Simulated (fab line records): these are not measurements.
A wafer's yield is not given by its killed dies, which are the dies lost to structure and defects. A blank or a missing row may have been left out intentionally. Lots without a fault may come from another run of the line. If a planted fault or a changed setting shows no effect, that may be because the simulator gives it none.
Code-filled problem report in 8D (eight disciplines) form :: flow n5_finfet :: the parts of the form that need people (team, actions taken, sign-off) are left out

1. WHAT IS WRONG
killed_at_front_end at N5_PASSIVATION_PROBE_49 reads a mean of 178 on 6 wafers of 2 lots; wafers without a fault read 39 with a standard deviation of 11. Measured from the usual mean, that is +13 standard deviations.
Earliest sighting: wafer L686.4 on prober-02 at day 15 01:25. The record holds 6 wafers of 2 lots with a number at this step. The rule behind "out" and "out of limits": a value lying over 4 standard deviations away from the usual mean. The other wafers with a number count as sound.

2. WHAT IT IS AND WHAT IT IS NOT
question: which readings at this step
is: killed_at_front_end, defect_limited_yield, killed_dies
is not: killed_at_M0_to_M3, killed_at_contacts, killed_open, killed_short, sort_bin_4_leakage

question: which lots
is: L686, L687
is not: -

question: which wafers of those lots
is: all that have a number
is not: -

question: read on which tools
is: prober-02
is not: -

question: when
is: from day 15 01:25
is not: up to then (0 sound wafers)

3. SUSPECTS, AND WHAT RULES EACH OUT
Counting: any tool at a process step up to the reading is kept as a suspect provided that every lot that is out went through it and no sound lot did after the first of them.
- wet_bench-06 at N5_SDB_PRECLEAN_39 (cleans in O3/DIW, time 45 s): kept. It ran every lot that is out, first L686 (day 6 13:58), and no sound lot after that.
- rie_diel-04 at N5_BEOL_M15_STRIP_63 (strips in O2): kept. It ran every lot that is out, first L686 (day 14 11:36), and no sound lot after that. N5_BEOL_M15_STRIP_63: start missing for some lots; hours and lot order therefore follow N5_MIM_BOT_SPUTTER_00.
- rie_diel-04 at N5_MIM_TOP_ETCH_STRIP_01 (strips in O2): kept. It ran every lot that is out, first L686 (day 14 15:01), and no sound lot after that.
- prober-02 at N5_PASSIVATION_PROBE_49: kept. It ran every lot that is out, first L686 (day 15 01:25), and no sound lot after that. Out on those wafers are its own readings of defect_limited_yield, killed_at_front_end, killed_dies.
Left after counting: wet_bench-06 at N5_SDB_PRECLEAN_39, rie_diel-04 at N5_BEOL_M15_STRIP_63, rie_diel-04 at N5_MIM_TOP_ETCH_STRIP_01, prober-02 at N5_PASSIVATION_PROBE_49.

4. THE CAUSE (what the simulator had put in)
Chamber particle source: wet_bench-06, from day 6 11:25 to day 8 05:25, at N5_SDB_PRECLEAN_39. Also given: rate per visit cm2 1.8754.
Of the 4 suspects that counting leaves, this tool is one.

5. THE CHAIN OF EFFECTS, in route order
One row per reading whose mean, taken over the struck wafers that have a number, lies over 3 standard deviations from the usual. Readings are gone through only where the record gives a usual standard deviation; hours: the median, over the lots, of the time from a lot's start at the first step in this table giving one to that lot's start at this step; sigmas: the change measured in usual standard deviations.
hours: 0
step: N5_PASSIVATION_PROBE_49
reading: defect_limited_yield
usual: 91.6 %
on struck wafers: 80.0
change: -11.6
sigmas: -8.3

hours: 0
step: N5_PASSIVATION_PROBE_49
reading: killed_at_front_end
usual: 39
on struck wafers: 178
change: +139
sigmas: +13

hours: 0
step: N5_PASSIVATION_PROBE_49
reading: killed_dies
usual: 99
on struck wafers: 236
change: +138
sigmas: +8.6

hours: 0
step: N5_PASSIVATION_PROBE_49
reading: sort_bin_5_function
usual: 4.8 %
on struck wafers: 11.7
change: +6.9
sigmas: +7.8

hours: 0
step: N5_PASSIVATION_PROBE_49
reading: sort_n_pass
usual: 1077
on struck wafers: 944
change: -134
sigmas: -4.6

hours: 0
step: N5_PASSIVATION_PROBE_49
reading: sort_yield_pct
usual: 91.2 %
on struck wafers: 80.0
change: -11.2
sigmas: -4.5
The process steps in it:
- N5_PASSIVATION_PROBE_49

6. WHAT WOULD HAVE CAUGHT IT SOONER
In this record the first reading out of limits was taken at day 15 01:25, 206 hours after the fault began at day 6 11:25.
Lots out: 2; all had begun N5_SDB_PRECLEAN_39 on wet_bench-06 by day 15 01:25. Tool hold at that time: it would have spared none of them.
